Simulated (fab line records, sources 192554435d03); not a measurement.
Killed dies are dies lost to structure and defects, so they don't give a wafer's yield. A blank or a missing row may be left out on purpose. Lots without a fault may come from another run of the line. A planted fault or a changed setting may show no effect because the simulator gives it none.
Which tool did it? | flow n5_finfet | 9 lots, 27 wafers sampled, at 5 steps of a route of 1938

WHAT THE GAUGES READ, wafer by wafer
N5_BEOL_M4_RC_MEAS_101.
lot  | measured     | on        | CJ_N           | DIBL_N (mV/V)  | DIBL_P (mV/V)  | IOFF_N (nA/um)    | IOFF_P (nA/um)    | ION_N (uA/um) | ION_P (uA/um) | RS_PWELL (ohm/sq) | SS_N (mV/dec)  | SS_P (mV/dec)  | VT_N (mV)         | VT_P (mV)
L781 | day 8 02:04  | prober-02 | 4.37 4.44 4.47 | 34.0 33.7 33.8 | 33.8 33.7 33.5 | 0.133 0.128 0.129 | 0.171 0.170 0.167 | 662 672 662   | 449 464 456   | 3056 3049 3030    | 71.7 71.9 71.2 | 72.9 73.1 72.6 | 250.9 254.0 252.7 | -255.2 -254.0 -255.0
L785 | day 9 01:45  | prober-01 | 4.36 4.38 4.34 | 35.5 35.4 35.1 | 35.7 34.5 34.4 | 0.139 0.133 0.133 | 0.213 0.200 0.200 | 673 656 663   | 460 459 461   | 3015 3023 3004    | 72.1 71.7 71.3 | 73.3 72.9 72.8 | 251.8 253.1 249.9 | -249.5 -248.3 -248.9
L787 | day 9 20:53  | prober-02 | 4.47 4.48 4.47 | 36.1 35.3 35.4 | 34.8 33.5 33.9 | 0.155 0.148 0.141 | 0.202 0.184 0.189 | 669 682 674   | 464 462 465   | 3017 3045 3054    | 71.9 72.0 71.2 | 72.5 72.7 73.1 | 250.6 249.2 253.0 | -253.7 -254.6 -253.1
L788 | day 10 11:20 | prober-01 | 4.31 4.38 4.37 | 35.2 36.0 36.5 | 35.5 35.5 36.9 | 0.131 0.134 0.146 | 0.189 0.192 0.214 | 672 668 676   | 461 463 465   | 3008 2993 3012    | 71.0 71.3 71.0 | 73.0 72.4 73.2 | 251.7 250.1 249.3 | -250.1 -248.9 -249.1
L793 | day 11 16:36 | prober-01 | 4.35 4.31 4.31 | 32.9 33.4 33.5 | 32.7 33.6 32.3 | 0.124 0.129 0.119 | 0.164 0.179 0.157 | 677 664 671   | 465 458 460   | 2980 2999 3002    | 71.2 71.1 71.3 | 73.2 73.4 72.7 | 251.8 251.4 255.1 | -253.6 -254.2 -254.7
L798 | day 12 20:43 | prober-02 | 3.69 3.69 3.67 | 36.3 37.0 35.3 | 36.7 36.9 35.4 | 0.146 0.148 0.127 | 0.183 0.189 0.162 | 670 668 661   | 455 456 453   | 2843 2852 2846    | 71.0 71.8 70.9 | 73.6 73.5 72.5 | 249.9 252.4 253.5 | -252.3 -256.0 -256.0
L800 | day 13 05:14 | prober-02 | 3.62 3.68 3.61 | 39.2 38.8 36.3 | 38.7 38.0 35.9 | 0.215 0.203 0.148 | 0.234 0.228 0.182 | 695 698 677   | 465 471 458   | 2838 2863 2848    | 72.2 71.6 71.1 | 74.5 74.8 73.2 | 246.0 247.4 250.2 | -251.8 -251.2 -255.0
L801 | day 13 05:51 | prober-01 | 4.33 4.38 4.34 | 36.3 36.2 37.9 | 37.0 36.7 38.0 | 0.169 0.165 0.194 | 0.199 0.196 0.216 | 683 672 690   | 464 453 465   | 3037 3041 3049    | 71.6 71.1 71.3 | 73.0 73.2 73.8 | 247.2 248.2 245.6 | -252.2 -250.7 -248.9
L803 | day 14 10:37 | prober-01 | 4.31 4.28 4.33 | 35.0 35.0 35.9 | 35.5 36.1 36.4 | 0.129 0.136 0.141 | 0.156 0.168 0.169 | 667 678 677   | 456 460 462   | 2993 3010 2979    | 71.1 71.8 72.3 | 73.3 72.9 73.3 | 251.5 249.9 250.5 | -255.6 -253.4 -256.6

WHICH TOOL RAN EACH LOT (tool, then ch and the chambers of the sampled wafers, then the start)
lot  | N5_WELL_APT_IMPLANT_32         | N5_PMOS_HMC_CHANNEL_EPI_ETCH_32   | N5_PMOS_HMC_CHANNEL_EPI_ETCH_38 | N5_PMOS_HMC_CHANNEL_EPI_FIN_RECESS_16
L781 | implanter-02 ch 0, day 1 21:40 | rie_diel-04 ch 0,3, day 1 23:33   | rie_si-02 ch 0,1,3, day 1 23:57 | rie_si-02 ch 0,1,3, day 1 23:58
L785 | implanter-02 ch 0, day 2 21:38 | rie_diel-03 ch 0,1,3, day 2 23:57 | rie_si-04 ch 0,2, day 3 00:21   | rie_si-04 ch 0,2, day 3 00:22
L787 | implanter-02 ch 0, day 3 09:27 | rie_diel-04 ch 0,2,3, day 3 11:21 | rie_si-05 ch 1,3, day 3 11:45   | rie_si-05 ch 1,3, day 3 11:46
L788 | implanter-01 ch 0, day 3 15:13 | rie_diel-03 ch 0,2,3, day 3 17:34 | rie_si-05 ch 0,1,2, day 3 17:58 | rie_si-05 ch 0,1,2, day 3 17:59
L793 | implanter-01 ch 0, day 4 21:35 | rie_diel-03 ch 0,1,3, day 4 23:55 | rie_si-05 ch 0,3, day 5 00:32   | rie_si-05 ch 0,3, day 5 00:33
L798 | implanter-02 ch 0, day 6 03:44 | rie_diel-04 ch 0,2, day 6 06:59   | rie_si-02 ch 0,1, day 6 07:23   | rie_si-02 ch 0,1, day 6 07:24
L800 | implanter-02 ch 0, day 6 15:56 | rie_diel-03 ch 0,1, day 6 18:20   | rie_si-04 ch 1,2,3, day 6 18:44 | rie_si-04 ch 1,2,3, day 6 18:46
L801 | implanter-01 ch 0, day 6 21:49 | rie_diel-05 ch 0,1, day 7 00:59   | rie_si-04 ch 0,1,3, day 7 01:23 | rie_si-04 ch 0,1,3, day 7 01:25
L803 | implanter-01 ch 0, day 7 09:16 | rie_diel-03 ch 0,1,3, day 7 11:16 | rie_si-02 ch 0,1,3, day 7 11:40 | rie_si-02 ch 0,1,3, day 7 11:41
- N5_WELL_APT_IMPLANT_32
- N5_PMOS_HMC_CHANNEL_EPI_ETCH_32: etches BARC in N2/H2, stops on SiO2, target depth 85.8 nm, time 50.3 s.
- N5_PMOS_HMC_CHANNEL_EPI_ETCH_38: etches SiO2 in CF4, target depth 1.5 nm.
- N5_PMOS_HMC_CHANNEL_EPI_FIN_RECESS_16: chemistry HBr/Cl2, target Si, target depth 54 nm, time 18 s.

WHAT THE TOOLS THEMSELVES READ (means of the sampled wafers that have a number; where no wafer has one, the mark that the record gives instead)
N5_WELL_APT_IMPLANT_32.
lot  | tool         | beam_energy_keV
L781 | implanter-02 | 50.006
L785 | implanter-02 | 50.004
L787 | implanter-02 | 49.995
L788 | implanter-01 | 49.996
L793 | implanter-01 | 49.998
L798 | implanter-02 | 60.255
L800 | implanter-02 | 60.259
L801 | implanter-01 | 50.012
L803 | implanter-01 | 50.008

N5_PMOS_HMC_CHANNEL_EPI_ETCH_32.
lot  | tool        | drypump_motor_current_A (A) | oes_product_au (a.u.) | rf_vpp_V (V) | showerhead_plenum_p_Torr (Torr) | throttle_valve_pct (%)
L781 | rie_diel-04 | 5.8                         | 0.75                  | 528.4        | 2.66                            | 17.67
L785 | rie_diel-03 | 6.0                         | 0.63                  | 523.0        | 2.52                            | 17.97
L787 | rie_diel-04 | 6.2                         | 0.69                  | 524.3        | 2.60                            | 17.77
L788 | rie_diel-03 | 5.8                         | 0.64                  | 524.3        | 2.53                            | 17.81
L793 | rie_diel-03 | 6.0                         | 0.69                  | 524.2        | 2.52                            | 17.86
L798 | rie_diel-04 | 5.8                         | 0.71                  | 526.9        | 2.64                            | 17.73
L800 | rie_diel-03 | 6.1                         | 0.72                  | 522.5        | 2.50                            | 17.83
L801 | rie_diel-05 | 5.6                         | 0.65                  | 525.5        | 2.62                            | 18.00
L803 | rie_diel-03 | 6.0                         | 0.66                  | 522.4        | 2.51                            | 17.89

N5_PMOS_HMC_CHANNEL_EPI_ETCH_38.
lot  | tool      | drypump_motor_current_A (A) | oes_product_au (a.u.) | throttle_valve_pct (%)
L781 | rie_si-02 | 5.7                         | 0.997                 | 21.98
L785 | rie_si-04 | 5.6                         | 1.028                 | 21.85
L787 | rie_si-05 | 5.7                         | 1.021                 | 21.90
L788 | rie_si-05 | 5.9                         | 0.996                 | 21.88
L793 | rie_si-05 | 5.4                         | 1.005                 | 21.99
L798 | rie_si-02 | 6.0                         | 0.986                 | 22.04
L800 | rie_si-04 | 5.4                         | 1.003                 | 22.01
L801 | rie_si-04 | 5.4                         | 1.010                 | 22.01
L803 | rie_si-02 | 5.7                         | 0.996                 | 21.99

N5_PMOS_HMC_CHANNEL_EPI_FIN_RECESS_16.
lot  | tool      | drypump_motor_current_A (A) | oes_product_au (a.u.) | throttle_valve_pct (%)
L781 | rie_si-02 | 5.7                         | 1.008                 | 35.68
L785 | rie_si-04 | 5.6                         | 1.027                 | 35.53
L787 | rie_si-05 | 5.7                         | 1.023                 | 35.62
L788 | rie_si-05 | 5.9                         | 0.992                 | 35.73
L793 | rie_si-05 | 5.4                         | 1.009                 | 35.72
L798 | rie_si-02 | 6.0                         | 0.996                 | 35.86
L800 | rie_si-04 | 5.4                         | 1.004                 | 35.71
L801 | rie_si-04 | 5.4                         | 1.020                 | 35.74
L803 | rie_si-02 | 5.7                         | 1.004                 | 35.77

THE ANSWER, worked out from the rows above alone
Rule: what is usual is taken from the lots themselves. Put in order of their means at a reading, lots are off if they are a third of the lots or fewer, leave a main group of 4 or more, and stand apart from it by a gap of 3 or more times the standard deviation of the main group's means; of several such gaps the widest counts. A main group whose means are all the same, to the digits that the tables above print for the reading, isn't used. A lot without any number at a reading at which 4 lots or more have one is off too. The other lots that the step has rows for count as sound. The gauges are gone through in route order, then the tools' own readings, and for those a lot's mean is taken as printed above. The first step at which some lot is off is used, and at that step the reading that is off furthest; a lot without a number counts as furthest.
Off: L798, L800, at N5_BEOL_M4_RC_MEAS_101 (CJ_N). The main group: mean 4.37, standard deviation 0.055.
A tool fits if, at a process step before that reading, it ran every lot that is off, and no sound lot after the first of them. The gauges at N5_BEOL_M4_RC_MEAS_101 aren't tried: what is off there is off at N5_WELL_APT_IMPLANT_32 too, on other tools, and a gauge's error can't cause that. One fits: implanter-02 at N5_WELL_APT_IMPLANT_32. Its last sound lot is L787 (day 3 09:27), its first lot that is off L798 (day 6 03:44): a fault that began between those two fits.
The tool's own readings at N5_WELL_APT_IMPLANT_32 bear it out: on the lots that are off they differ by more than 5 times the standard deviation of the sound lots' means. beam_energy_keV reads 60.257 there against 50.003 on the sound lots.

WHAT THE SIMULATOR HAD PUT IN
Process parameter drift: implanter-02, from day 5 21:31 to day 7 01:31, at N5_WELL_APT_IMPLANT_32. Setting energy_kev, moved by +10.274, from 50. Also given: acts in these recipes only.
Lots struck among those shown: L798, L800. The rule above found the same.
